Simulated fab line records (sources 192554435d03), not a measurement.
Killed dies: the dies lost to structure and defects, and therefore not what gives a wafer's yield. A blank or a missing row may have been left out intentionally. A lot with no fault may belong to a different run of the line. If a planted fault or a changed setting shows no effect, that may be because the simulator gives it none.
fab line records	flow n5Finfet
record lots=24	wafers=72	lastDay=18
route steps=1938 shown BEOL_M2@881 BEOL_M3@933
lots that met no fault: taken from a fault-free run of the same line
startH: hours from the record's opening day to when the first of the lot's shown wafers began	waitH: hours from the lot's prior step to this one	" repeats the value in the row above	L1.1+2: a single row standing in for several wafers	- value missing, or start not given	* or withheld: withheld	< > ~ a bound
route shown NAME@n: names a module that has steps shown in the file, with the first one's number in the route	usual: average and standard deviation across the fault-free wafers	same: alike in all rows	chamber/n: place in a boat	sites: the reading at each site	_std_site: standard deviation of those values	_edge_site: the outer-site mean with the inner-site mean subtracted	radiusMm: how far each site lies from the wafer's centre	mask NAME#n: copy n	behind: the last tool/chamber to shape the wafer	hold: reason for holding the lot/hours on hold/outcome of the hold	device: the n, p or np transistor that did not switch	end of line: the route-end tests of the same wafers	a step without rows: its recipe alone	killed: dies lost to structure and defects at the first sort, not the wafer's yield	map: shows each die of a wafer: x if killed, . if not, _ if none is there
set.NAME: the setting as run; set.NAME@STEP: as run at that earlier step	model.NAME: the simulator's own value behind a step, which no gauge read
one table for each step of the route and one row for each wafer, over a sample of lots
services: from which hour (startH, from the record's first day; less than 0 if before it) a tool's chamber was out of use, for how many hours, and why
## steps
# step N5_BEOL_M2_ETCH_69
# recipe chemistry=CF4	target=SiARC	targetDepthA=156	maskMaterial=CAR-EUV	timeS=26	ionEnergyEv=80	pressureMtorr=40	sourceW=545	biasW=36	Ar_flow_sccm=100	cf4FlowSccm=100	ends=cleared
# usual chamberPressureMTorr=40.00/0.037	drypumpMotorCurrentA=5.8/0.49	etchRfOnTimeS=25.7/0.62	oesProductAu=0.70/0.077	rfVppV=184.4/0.96	showerheadPlenumPTorr=2.16/0.052	throttleValvePct=15.60/0.26
lot.wafer	tool	chamber	startH	waitH	chamberPressureMTorr	drypumpMotorCurrentA	etchRfOnTimeS	oesProductAu	rfHoursCounterH	rfVppV	showerheadPlenumPTorr	throttleValvePct
L074.2	rieDiel-01	3	133.83	0.0	40.03	5.5	26.0	0.62	206	185.4	2.12	15.75
L074.3	"	0	"	"	39.91	6.7	26.6	0.59	238	185.8	2.20	15.88
L074.6	"	1	"	"	39.99	6.4	25.8	0.77	-	184.9	2.17	15.21
L075.2	rieDiel-01	1	138.62	0.0	39.97	6.4	25.7	0.75	53	185.0	2.17	15.22
L075.5	"	2	"	"	40.00	5.3	25.6	0.62	-	182.7	2.12	15.85
L075.6	"	3	"	"	40.03	5.4	25.9	0.61	-	184.6	2.12	15.75
L076.1	rieDiel-01	1	144.69	0.0	40.02	6.4	25.7	0.75	55	184.8	2.17	15.20
L076.4	"	2	"	"	39.99	5.3	25.4	0.61	224	183.8	2.12	15.86
L076.6	"	0	"	"	39.98	6.7	26.4	0.59	-	184.5	2.19	15.87
L077.2	rieDiel-06	1	151.41	0.0	40.02	6.0	25.3	0.78	23	186.0	2.27	15.29
L077.5	"	1	"	"	39.97	6.0	25.3	0.78	-	183.5	2.27	15.31
L077.6	"	0	"	"	40.03	5.1	26.3	0.68	-	184.1	2.24	15.62
L078.1	rieDiel-01	1	159.61	0.0	40.03	6.4	25.3	0.75	61	184.9	2.16	15.21
L078.3	"	2	"	"	39.97	5.3	25.5	0.61	230	184.0	2.12	15.86
L078.5	"	2	"	"	40.01	5.3	25.6	0.61	-	183.7	2.12	15.89
L079.1	rieDiel-01	2	163.72	0.0	39.98	5.3	25.2	0.61	231	184.4	2.12	15.88
L079.2	"	1	"	"	40.05	6.4	25.4	0.75	62	184.9	2.16	15.22
L079.4	"	0	"	"	39.96	6.7	26.4	0.58	249	185.9	2.19	15.91
L080.1	rieDiel-03	1	167.71	0.0	40.05	6.0	25.3	0.75	40	182.8	2.10	15.54
L080.3	"	2	"	"	40.01	5.4	26.7	0.76	24	185.9	2.17	15.50
L080.4	"	0	"	"	40.00	5.9	25.9	0.79	12	184.2	2.19	15.61
L081.1	rieDiel-06	0	187.20	0.0	40.02	5.2	26.8	0.67	138	184.6	2.23	15.65
L081.3	"	1	"	"	40.05	6.0	25.5	0.77	36	187.2	2.27	15.32
L081.5	"	3	"	"	40.06	5.7	24.7	0.66	-	185.3	2.13	16.02
L082.2	rieDiel-06	1	187.31	0.0	40.03	6.1	25.7	0.76	37	185.0	2.27	15.33
L082.4	"	0	"	"	39.95	5.1	26.5	0.67	-	185.1	2.23	15.65
L082.6	"	3	"	"	39.90	5.6	24.9	0.66	-	184.6	2.13	16.00
L083.1	rieDiel-01	1	191.40	0.0	39.94	6.4	26.0	0.73	75	184.2	2.16	15.24
L083.5	"	2	"	"	40.06	5.3	25.8	0.60	-	183.3	2.11	15.90
L083.6	"	3	"	"	40.09	5.5	26.0	0.61	-	184.5	2.12	15.78
L084.3	rieDiel-06	0	200.85	0.0	40.07	5.1	26.8	0.66	146	186.2	2.23	15.67
L084.4	"	1	"	"	39.98	6.0	25.7	0.76	-	186.7	2.27	15.34
L084.5	"	0	"	"	40.01	5.1	26.7	0.66	-	185.6	2.23	15.65
L085.1	rieDiel-01	0	207.64	0.0	40.09	6.7	25.3	0.82	8	183.2	2.19	15.38
L085.4	"	2	"	"	40.01	5.3	25.8	0.59	249	183.3	2.11	15.91
L085.5	"	1	"	"	40.00	6.4	25.7	0.72	-	184.8	2.16	15.25
L086.1	rieDiel-03	2	208.58	0.0	40.02	5.3	26.5	0.74	37	184.8	2.17	15.53
L086.2	"	1	"	"	40.03	6.0	25.7	0.73	54	182.8	2.09	15.55
L086.5	"	0	"	"	40.00	5.9	26.1	0.76	-	182.4	2.18	15.66
L087.3	rieDiel-01	3	212.96	0.0	40.05	5.4	25.8	0.59	237	183.7	2.11	15.81
L087.4	"	0	"	"	39.97	6.7	25.3	0.80	-	184.9	2.19	15.39
L087.6	"	1	"	"	40.04	6.4	25.4	0.73	-	184.9	2.16	15.26
L088.2	rieDiel-03	0	216.05	0.0	39.98	5.9	26.3	0.76	29	184.2	2.18	15.65
L088.3	"	3	"	"	40.02	5.8	24.5	0.81	19	182.7	2.10	15.21
L088.5	"	1	"	"	39.99	6.0	25.8	0.72	-	183.0	2.09	15.57
L089.1	rieDiel-01	3	227.97	0.0	40.00	5.4	25.9	0.59	244	184.3	2.11	15.83
L089.2	"	1	"	"	40.03	6.4	25.9	0.72	89	184.7	2.15	15.27
L089.4	"	2	"	"	39.97	5.3	25.1	0.85	1	183.3	2.11	15.40
L090.3	rieDiel-03	3	233.82	0.0	39.99	5.7	24.8	0.79	23	183.5	2.10	15.22
L090.4	"	0	"	"	39.96	5.9	26.2	0.75	34	183.7	2.18	15.67
L090.6	"	0	"	"	40.03	5.9	26.3	0.75	-	184.3	2.18	15.68
L091.1	rieDiel-06	2	239.39	0.0	39.96	5.6	25.9	0.81	12	183.9	2.19	15.43
L091.3	"	3	"	"	40.03	5.7	24.8	0.64	201	184.1	2.12	16.07
L091.4	"	0	"	"	40.04	5.1	26.7	0.66	159	184.9	2.22	15.68
L092.2	rieDiel-06	2	239.79	0.0	40.05	5.5	25.7	0.82	12	184.6	2.19	15.43
L092.4	"	3	"	"	39.97	5.7	24.8	0.64	201	183.9	2.12	16.06
L092.6	"	3	"	"	40.03	5.6	24.6	0.64	-	182.8	2.12	16.05
L093.2	rieDiel-06	1	247.10	0.0	39.99	6.0	25.5	0.73	61	186.8	2.26	15.39
L093.5	"	0	"	"	39.93	5.1	26.8	0.65	-	184.5	2.22	15.69
L093.6	"	3	"	"	39.92	5.7	24.9	0.64	-	185.0	2.12	16.07
L094.1	rieDiel-06	0	248.39	0.0	40.03	5.2	26.4	0.65	163	184.9	2.22	15.69
L094.4	"	3	"	"	40.00	5.7	24.9	0.63	205	185.4	2.12	16.07
L094.6	"	3	"	"	39.98	5.7	25.0	0.64	-	183.7	2.12	16.06
L095.1	rieDiel-01	1	259.52	0.0	39.99	6.4	25.8	0.71	100	186.4	2.15	15.30
L095.3	"	2	"	"	39.97	5.3	25.1	0.80	12	184.2	2.11	15.43
L095.4	"	1	"	"	40.03	6.4	25.9	0.70	-	182.9	2.15	15.27
L096.2	rieDiel-03	1	263.66	0.0	39.98	6.0	26.0	0.71	73	183.6	2.09	15.59
L096.3	"	0	"	"	39.95	5.9	26.4	0.74	45	184.7	2.18	15.70
L096.4	"	3	"	"	40.01	5.8	24.7	0.78	34	182.9	2.10	15.23
L097.1	rieDiel-01	3	275.69	0.0	40.08	5.4	25.5	0.84	4	183.1	2.11	15.34
L097.2	"	0	"	"	40.06	6.7	25.5	0.76	34	183.5	2.18	15.43
L097.6	"	2	"	"	39.99	5.3	25.2	0.79	-	184.7	2.10	15.44
# step N5_BEOL_M2_SPUTTER_48
# recipe material=Cu	targetThkA=45	tempC=-20	chamberPressurePa=0.07	powerW=withheld	timeS=8.29
# usual throttleValvePct=29.9/0.95
lot.wafer	tool	chamber	startH	waitH	throttleValvePct
L074.2	pvdSputter-01	-	143.80	0.2	31.5
L074.3	"	-	"	"	30.1
L074.6	"	-	"	"	30.1
L076.1	pvdSputter-02	-	146.91	0.2	29.3
L076.4	"	-	"	"	29.1
L076.6	"	-	"	"	29.3
L075.2	pvdSputter-03	-	148.83	0.1	31.6
L075.5	"	-	"	"	29.5
L075.6	"	-	"	"	30.6
L077.2	pvdSputter-03	-	155.24	0.2	30.6
L077.5	"	-	"	"	31.8
L077.6	"	-	"	"	28.8
L078.1	pvdSputter-02	-	162.24	0.1	28.7
L078.3	"	-	"	"	29.5
L078.5	"	-	"	"	28.5
L079.1	pvdSputter-02	-	166.18	0.1	29.0
L079.2	"	-	"	"	29.3
L079.4	"	-	"	"	29.5
L080.1	pvdSputter-03	-	173.46	0.1	30.5
L080.3	"	-	"	"	31.6
L080.4	"	-	"	"	28.5
L082.2	pvdSputter-03	-	190.76	0.2	31.6
L082.4	"	-	"	"	28.6
L082.6	"	-	"	"	31.6
L081.1	pvdSputter-02	-	191.27	0.3	28.6
L081.3	"	-	"	"	28.9
L081.5	"	-	"	"	29.1
L083.1	pvdSputter-01	-	194.40	0.1	31.1
L083.5	"	-	"	"	30.1
L083.6	"	-	"	"	31.3
L084.3	pvdSputter-02	-	203.84	0.2	29.5
L084.4	"	-	"	"	29.2
L084.5	"	-	"	"	29.3
L085.1	pvdSputter-03	-	209.17	0.2	30.6
L085.4	"	-	"	"	29.8
L085.5	"	-	"	"	30.5
L086.1	pvdSputter-03	-	212.45	0.2	31.8
L086.2	"	-	"	"	29.9
L086.5	"	-	"	"	30.4
L087.3	pvdSputter-01	-	217.72	1.6	29.7
L087.4	"	-	"	"	30.3
L087.6	"	-	"	"	29.7
L088.2	pvdSputter-01	-	221.34	0.2	30.3
L088.3	"	-	"	"	30.2
L088.5	"	-	"	"	30.0
L089.1	pvdSputter-01	-	230.54	0.3	29.7
L089.2	"	-	"	"	31.3
L089.4	"	-	"	"	30.2
L090.3	pvdSputter-01	-	235.94	0.1	29.6
L090.4	"	-	"	"	31.7
L090.6	"	-	"	"	30.1
L091.1	pvdSputter-02	-	249.09	0.1	28.6
L091.3	"	-	"	"	29.4
L091.4	"	-	"	"	29.0
L092.2	pvdSputter-01	-	249.33	0.2	30.2
L092.4	"	-	"	"	31.2
L092.6	"	-	"	"	31.3
L093.2	pvdSputter-01	-	255.69	1.5	30.1
L093.5	"	-	"	"	29.3
L093.6	"	-	"	"	30.3
L094.1	pvdSputter-01	-	258.91	0.2	30.1
L094.4	"	-	"	"	29.9
L094.6	"	-	"	"	30.4
L095.1	pvdSputter-02	-	262.36	0.3	29.2
L095.3	"	-	"	"	29.1
L095.4	"	-	"	"	29.1
L096.2	pvdSputter-02	-	266.63	0.1	29.6
L096.3	"	-	"	"	28.9
L096.4	"	-	"	"	29.4
L097.1	pvdSputter-03	-	281.25	0.2	31.6
L097.2	"	-	"	"	30.7
L097.6	"	-	"	"	29.4
# step N5_BEOL_M2_ANNEAL_49
# recipe tempC=400	timeS=240	ambient=vacuum
# usual heaterPowerW=832/70
lot.wafer	tool	chamber	startH	waitH	heaterPowerW
L074.2	pvdSputter-01	-	143.88	0.0	767
L074.3	"	-	"	"	897
L074.6	"	-	"	"	888
L076.1	pvdSputter-02	-	146.99	0.0	931
L076.4	"	-	"	"	831
L076.6	"	-	"	"	865
L075.2	pvdSputter-03	-	148.91	0.0	797
L075.5	"	-	"	"	863
L075.6	"	-	"	"	768
L077.2	pvdSputter-03	-	155.32	0.0	787
L077.5	"	-	"	"	800
L077.6	"	-	"	"	808
L078.1	pvdSputter-02	-	162.32	0.0	823
L078.3	"	-	"	"	925
L078.5	"	-	"	"	852
L079.1	pvdSputter-02	-	166.26	0.0	838
L079.2	"	-	"	"	929
L079.4	"	-	"	"	912
L080.1	pvdSputter-03	-	173.54	0.0	792
L080.3	"	-	"	"	791
L080.4	"	-	"	"	794
L082.2	pvdSputter-03	-	190.84	0.0	789
L082.4	"	-	"	"	814
L082.6	"	-	"	"	791
L081.1	pvdSputter-02	-	191.35	0.0	832
L081.3	"	-	"	"	861
L081.5	"	-	"	"	779
L083.1	pvdSputter-01	-	194.48	0.0	775
L083.5	"	-	"	"	897
L083.6	"	-	"	"	774
L084.3	pvdSputter-02	-	203.92	0.0	781
L084.4	"	-	"	"	847
L084.5	"	-	"	"	840
L085.1	pvdSputter-03	-	209.25	0.0	788
L085.4	"	-	"	"	874
L085.5	"	-	"	"	775
L086.1	pvdSputter-03	-	212.53	0.0	808
L086.2	"	-	"	"	865
L086.5	"	-	"	"	778
L087.3	pvdSputter-01	-	217.80	0.0	733
L087.4	"	-	"	"	896
L087.6	"	-	"	"	725
L088.2	pvdSputter-01	-	221.42	0.0	892
L088.3	"	-	"	"	987
L088.5	"	-	"	"	974
L089.1	pvdSputter-01	-	230.62	0.0	727
L089.2	"	-	"	"	764
L089.4	"	-	"	"	868
L090.3	pvdSputter-01	-	236.02	0.0	716
L090.4	"	-	"	"	760
L090.6	"	-	"	"	862
L091.1	pvdSputter-02	-	249.17	0.0	820
L091.3	"	-	"	"	929
L091.4	"	-	"	"	825
L092.2	pvdSputter-01	-	249.41	0.0	881
L092.4	"	-	"	"	758
L092.6	"	-	"	"	770
L093.2	pvdSputter-01	-	255.77	0.0	878
L093.5	"	-	"	"	729
L093.6	"	-	"	"	970
L094.1	pvdSputter-01	-	258.99	0.0	897
L094.4	"	-	"	"	989
L094.6	"	-	"	"	882
L095.1	pvdSputter-02	-	262.45	0.0	848
L095.3	"	-	"	"	782
L095.4	"	-	"	"	926
L096.2	pvdSputter-02	-	266.72	0.0	772
L096.3	"	-	"	"	825
L096.4	"	-	"	"	928
L097.1	pvdSputter-03	-	281.33	0.0	799
L097.2	"	-	"	"	801
L097.6	"	-	"	"	883
# step N5_BEOL_M2_ANNEAL_89
# recipe tempC=400	timeS=240	ambient=vacuum
# usual heaterPowerW=833/70
lot.wafer	tool	chamber	startH	waitH	heaterPowerW
L074.2	pvdSputter-01	-	144.76	0.0	760
L074.3	"	-	"	"	889
L074.6	"	-	"	"	902
L076.1	pvdSputter-02	-	147.87	0.0	929
L076.4	"	-	"	"	830
L076.6	"	-	"	"	852
L075.2	pvdSputter-03	-	149.79	0.0	802
L075.5	"	-	"	"	866
L075.6	"	-	"	"	794
L077.2	pvdSputter-03	-	156.20	0.0	785
L077.5	"	-	"	"	793
L077.6	"	-	"	"	821
L078.1	pvdSputter-02	-	163.20	0.0	808
L078.3	"	-	"	"	923
L078.5	"	-	"	"	830
L079.1	pvdSputter-02	-	167.14	0.0	837
L079.2	"	-	"	"	922
L079.4	"	-	"	"	936
L080.1	pvdSputter-03	-	174.42	0.0	790
L080.3	"	-	"	"	813
L080.4	"	-	"	"	821
L082.2	pvdSputter-03	-	191.72	0.0	811
L082.4	"	-	"	"	820
L082.6	"	-	"	"	789
L081.1	pvdSputter-02	-	192.23	0.0	849
L081.3	"	-	"	"	846
L081.5	"	-	"	"	776
L083.1	pvdSputter-01	-	195.36	0.0	786
L083.5	"	-	"	"	894
L083.6	"	-	"	"	771
L084.3	pvdSputter-02	-	204.80	0.0	779
L084.4	"	-	"	"	849
L084.5	"	-	"	"	833
L085.1	pvdSputter-03	-	210.13	0.0	775
L085.4	"	-	"	"	897
L085.5	"	-	"	"	795
L086.1	pvdSputter-03	-	213.41	0.0	789
L086.2	"	-	"	"	870
L086.5	"	-	"	"	767
L087.3	pvdSputter-01	-	218.68	0.0	725
L087.4	"	-	"	"	889
L087.6	"	-	"	"	754
L088.2	pvdSputter-01	-	222.30	0.0	898
L088.3	"	-	"	"	963
L088.5	"	-	"	"	974
L089.1	pvdSputter-01	-	231.50	0.0	723
L089.2	"	-	"	"	770
L089.4	"	-	"	"	892
L090.3	pvdSputter-01	-	236.90	0.0	735
L090.4	"	-	"	"	777
L090.6	"	-	"	"	901
L091.1	pvdSputter-02	-	250.05	0.0	801
L091.3	"	-	"	"	919
L091.4	"	-	"	"	821
L092.2	pvdSputter-01	-	250.29	0.0	891
L092.4	"	-	"	"	756
L092.6	"	-	"	"	782
L093.2	pvdSputter-01	-	256.65	0.0	893
L093.5	"	-	"	"	743
L093.6	"	-	"	"	991
L094.1	pvdSputter-01	-	259.87	0.0	888
L094.4	"	-	"	"	1004
L094.6	"	-	"	"	900
L095.1	pvdSputter-02	-	263.44	0.0	810
L095.3	"	-	"	"	777
L095.4	"	-	"	"	915
L096.2	pvdSputter-02	-	267.71	0.0	787
L096.3	"	-	"	"	802
L096.4	"	-	"	"	931
L097.1	pvdSputter-03	-	282.21	0.0	786
L097.2	"	-	"	"	768
L097.6	"	-	"	"	904
# step N5_BEOL_M3_PECVD_72
# recipe material=SiO2	targetThkA=160	tempC=400	precursor=TEOS/O2	pressureTorr=5.5	rfW=450	teosFlowSccm=53.8	gas=O2	flowSccm=3000	timeS=18
# usual heaterPowerW=739/110	showerheadPlenumPTorr=8.79/0.051	throttleValvePct=22.0/0.79
lot.wafer	tool	chamber	startH	waitH	heaterPowerW	showerheadPlenumPTorr	throttleValvePct
L074.2	pecvd-04	1	147.18	0.0	540	8.78	21.7
L074.3	"	2	"	"	792	8.77	20.3
L074.6	"	2	"	"	804	8.75	20.3
L076.1	pecvd-03	0	150.18	0.0	897	8.70	21.8
L076.4	"	1	"	"	733	8.75	22.1
L076.6	"	0	"	"	908	8.72	21.7
L075.2	pecvd-03	0	151.98	0.0	921	8.70	22.0
L075.5	"	2	"	"	888	8.77	22.0
L075.6	"	0	"	"	932	8.70	21.9
L077.2	pecvd-03	2	158.22	0.0	912	8.80	21.9
L077.5	"	0	"	"	862	8.70	22.1
L077.6	"	1	"	"	709	8.75	22.1
L078.1	pecvd-02	2	165.22	0.0	724	8.96	22.5
L078.3	"	1	"	"	697	8.80	23.3
L078.5	"	0	"	"	708	8.84	21.6
L079.1	pecvd-02	1	169.16	0.0	725	8.83	23.1
L079.2	"	0	"	"	818	8.83	21.6
L079.4	"	2	"	"	647	8.95	22.4
L080.1	pecvd-04	1	176.53	0.0	523	8.76	21.8
L080.3	"	0	"	"	666	8.84	22.7
L080.4	"	1	"	"	527	8.78	21.8
L082.2	pecvd-04	0	193.73	0.0	644	8.81	22.5
L082.4	"	0	"	"	648	8.80	22.7
L082.6	"	2	"	"	888	8.77	20.5
L081.1	pecvd-04	2	194.25	0.0	738	8.76	20.3
L081.3	"	0	"	"	657	8.83	22.7
L081.5	"	0	"	"	657	8.81	22.8
L083.1	pecvd-03	0	197.41	0.0	799	8.73	22.1
L083.5	"	0	"	"	780	8.70	21.9
L083.6	"	2	"	"	908	8.79	22.3
L084.3	pecvd-04	2	206.82	0.0	799	8.76	20.3
L084.4	"	1	"	"	559	8.76	21.8
L084.5	"	0	"	"	554	8.82	22.7
L085.1	pecvd-02	1	212.17	0.0	744	8.82	23.4
L085.4	"	1	"	"	748	8.84	23.4
L085.5	"	0	"	"	693	8.83	21.8
L086.1	pecvd-02	0	215.47	0.0	723	8.82	21.6
L086.2	"	1	"	"	759	8.82	23.5
L086.5	"	1	"	"	757	8.81	23.4
L087.3	pecvd-04	0	220.70	0.0	550	8.82	22.4
L087.4	"	1	"	"	610	8.80	22.0
L087.6	"	0	"	"	580	8.83	22.8
L088.2	pecvd-04	2	224.87	0.0	804	8.79	20.2
L088.3	"	0	"	"	576	8.81	22.5
L088.5	"	0	"	"	571	8.81	22.7
L089.1	pecvd-02	0	233.55	0.0	751	8.82	21.8
L089.2	"	1	"	"	666	8.83	23.3
L089.4	"	1	"	"	658	8.83	23.3
L090.3	pecvd-03	2	238.99	0.0	807	8.79	22.2
L090.4	"	2	"	"	824	8.77	22.2
L090.6	"	0	"	"	911	8.71	22.3
L091.1	pecvd-03	1	252.07	0.0	764	8.74	21.9
L091.3	"	0	"	"	875	8.73	22.2
L091.4	"	0	"	"	858	8.70	22.2
L092.2	pecvd-03	0	252.30	0.0	907	8.71	22.0
L092.4	"	1	"	"	654	8.76	22.0
L092.6	"	2	"	"	786	8.80	22.2
L093.2	pecvd-02	2	258.66	0.0	706	8.95	20.8
L093.5	"	2	"	"	718	8.93	21.0
L093.6	"	0	"	"	761	8.83	21.9
L094.1	pecvd-04	1	262.54	0.0	559	8.79	21.9
L094.4	"	2	"	"	866	8.77	20.4
L094.6	"	1	"	"	576	8.79	21.8
L095.1	pecvd-03	2	265.58	0.0	917	8.79	22.4
L095.3	"	0	"	"	897	8.70	22.3
L095.4	"	0	"	"	899	8.71	22.5
L096.2	pecvd-02	0	269.87	0.0	666	8.82	21.9
L096.3	"	1	"	"	749	8.84	23.2
L096.4	"	0	"	"	671	8.82	21.9
L097.1	pecvd-03	1	284.27	0.0	710	8.72	22.1
L097.2	"	0	"	"	928	8.71	22.3
L097.6	"	0	"	"	906	8.72	22.2
# step N5_BEOL_M3_HM_DEP_02
# recipe material=TiN	targetThkA=200	tempC=25	chamberPressurePa=0.49996
# usual throttleValvePct=30.1/0.93
lot.wafer	tool	chamber	startH	waitH	throttleValvePct
L074.2	pvdSputter-01	-	148.58	1.4	31.3
L074.3	"	-	"	"	30.7
L074.6	"	-	"	"	31.3
L076.1	pvdSputter-01	-	150.30	0.1	30.3
L076.4	"	-	"	"	31.5
L076.6	"	-	"	"	30.3
L075.2	pvdSputter-01	-	153.68	1.7	29.5
L075.5	"	-	"	"	31.3
L075.6	"	-	"	"	30.3
L077.2	pvdSputter-02	-	158.66	0.4	29.3
L077.5	"	-	"	"	28.4
L077.6	"	-	"	"	29.3
L078.1	pvdSputter-03	-	165.88	0.6	30.7
L078.3	"	-	"	"	31.5
L078.5	"	-	"	"	30.4
L079.1	pvdSputter-01	-	171.38	2.2	31.1
L079.2	"	-	"	"	29.8
L079.4	"	-	"	"	30.2
L080.1	pvdSputter-02	-	180.45	3.9	29.3
L080.3	"	-	"	"	29.2
L080.4	"	-	"	"	29.1
L082.2	pvdSputter-03	-	193.84	0.1	28.3
L082.4	"	-	"	"	30.8
L082.6	"	-	"	"	31.6
L081.1	pvdSputter-01	-	194.30	0.0	30.1
L081.3	"	-	"	"	30.2
L081.5	"	-	"	"	30.1
L083.1	pvdSputter-01	-	199.18	1.8	29.6
L083.5	"	-	"	"	30.2
L083.6	"	-	"	"	31.4
L084.3	pvdSputter-02	-	207.72	0.9	29.4
L084.4	"	-	"	"	29.3
L084.5	"	-	"	"	29.5
L085.1	pvdSputter-01	-	214.53	2.3	30.2
L085.4	"	-	"	"	30.5
L085.5	"	-	"	"	30.5
L086.1	pvdSputter-01	-	215.57	0.1	29.5
L086.2	"	-	"	"	30.3
L086.5	"	-	"	"	31.7
L087.3	pvdSputter-03	-	221.03	0.3	28.4
L087.4	"	-	"	"	29.9
L087.6	"	-	"	"	29.6
L088.2	pvdSputter-01	-	226.00	1.1	30.2
L088.3	"	-	"	"	30.3
L088.5	"	-	"	"	30.1
L089.1	pvdSputter-02	-	234.85	1.3	28.6
L089.2	"	-	"	"	29.3
L089.4	"	-	"	"	29.0
L090.3	pvdSputter-01	-	239.86	0.8	31.1
L090.4	"	-	"	"	30.3
L090.6	"	-	"	"	30.4
L091.1	pvdSputter-03	-	252.92	0.8	28.8
L091.3	"	-	"	"	29.9
L091.4	"	-	"	"	31.9
L092.2	pvdSputter-03	-	253.02	0.7	28.6
L092.4	"	-	"	"	30.7
L092.6	"	-	"	"	30.5
L093.2	pvdSputter-01	-	260.75	2.1	29.5
L093.5	"	-	"	"	29.5
L093.6	"	-	"	"	30.0
L094.1	pvdSputter-02	-	264.81	2.2	29.0
L094.4	"	-	"	"	29.5
L094.6	"	-	"	"	29.0
L095.1	pvdSputter-03	-	265.86	0.3	28.4
L095.3	"	-	"	"	31.6
L095.4	"	-	"	"	30.5
L096.2	pvdSputter-01	-	270.28	0.4	30.1
L096.3	"	-	"	"	30.2
L096.4	"	-	"	"	29.5
L097.1	pvdSputter-01	-	284.41	0.1	30.3
L097.2	"	-	"	"	29.7
L097.6	"	-	"	"	30.2
## services
tool	chamber	startH	hours	kind
rieDiel-03	-	111.30	2.4	repair
pvdSputter-01	-	129.72	1.9	repair
rieDiel-06	1	132.23	6.0	repair
rieDiel-06	0	133.63	5.5	repair
rieDiel-06	-	139.31	0.5	repair
rieDiel-06	3	155.87	5.8	repair
rieDiel-01	0	167.59	-	clean
rieDiel-01	0	167.59	-	consumableReplace:focusRing
rieDiel-01	0	167.59	20.5	scheduledDown
rieDiel-01	0	167.59	20.5	ventCycle
pecvd-03	0	188.27	5.0	repair
pecvd-02	-	206.05	3.1	repair
rieDiel-01	2	210.24	-	clean
rieDiel-01	2	210.24	-	consumableReplace:focusRing
rieDiel-01	2	210.24	15.4	scheduledDown
rieDiel-01	2	210.24	15.4	ventCycle
pecvd-02	-	217.20	2.8	pm
rieDiel-03	-	221.21	0.3	repair
pecvd-03	-	230.62	5.5	pm
pecvd-02	1	235.00	3.7	repair
rieDiel-01	3	247.96	-	clean
pecvd-04	1	265.09	6.4	repair
rieDiel-03	1	267.61	8.5	repair
rieDiel-01	-	282.13	15.6	pm
## key
fault none
